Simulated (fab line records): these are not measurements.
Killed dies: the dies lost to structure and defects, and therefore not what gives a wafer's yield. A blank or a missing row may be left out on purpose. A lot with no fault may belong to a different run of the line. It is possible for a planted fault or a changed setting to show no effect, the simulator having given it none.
Chamber matching / flow n5_finfet / 4 sister chambers for N5_BEOL_M13_ETCH_59 on rie_diel-03
The step etches BARC in N2/H2, target depth 89 nm, overetch 26.7 nm, time 67.9 s. 4 wafers are shown with their chamber, then 7 later ones without.

== WAFERS PAIRED WITH THEIR CHAMBERS ==
wafer=L081.5; chamber=0; oes_product_au (a.u.)=0.61
wafer=L082.3; chamber=3; oes_product_au (a.u.)=0.58
wafer=L082.4; chamber=2; oes_product_au (a.u.)=0.61
wafer=L087.5; chamber=1; oes_product_au (a.u.)=0.69

== WAFERS WITHOUT THEIR CHAMBER ==
wafer=L087.6; oes_product_au (a.u.)=0.60
wafer=L094.1; oes_product_au (a.u.)=0.60
wafer=L094.3; oes_product_au (a.u.)=0.69
wafer=L094.4; oes_product_au (a.u.)=0.60
wafer=L096.1; oes_product_au (a.u.)=0.67
wafer=L096.5; oes_product_au (a.u.)=0.68
wafer=L096.6; oes_product_au (a.u.)=0.59

== CHAMBER TAKEN BY EACH ==
wafer=L087.6; from the rows above=can't be placed: 0 or 2 or 3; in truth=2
wafer=L094.1; from the rows above=can't be placed: 0 or 2 or 3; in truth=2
wafer=L094.3; from the rows above=1; in truth=1
wafer=L094.4; from the rows above=can't be placed: 0 or 2 or 3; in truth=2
wafer=L096.1; from the rows above=1; in truth=1
wafer=L096.5; from the rows above=1; in truth=1
wafer=L096.6; from the rows above=can't be placed: 3 or 0 or 2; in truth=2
Placed correctly: 3 of 7. From these rows, 4 cannot be placed; in 4 the true chamber is one of the candidates. Number placed wrongly: 0.
How it was worked out, from the rows above alone: a wafer's distance from a chamber is the root of the sum, over the readings, of the square of ((its reading less the chamber's mean) divided by the reading's scatter). If the next closest chamber is less than 2 further off than the closest, the wafer can't be placed; otherwise it belongs to the closest. Each chamber's mean is taken over the wafers shown for it. The scatter: root of mean squared gap, hidden wafer to nearest shown wafer, with one shown wafer a chamber.
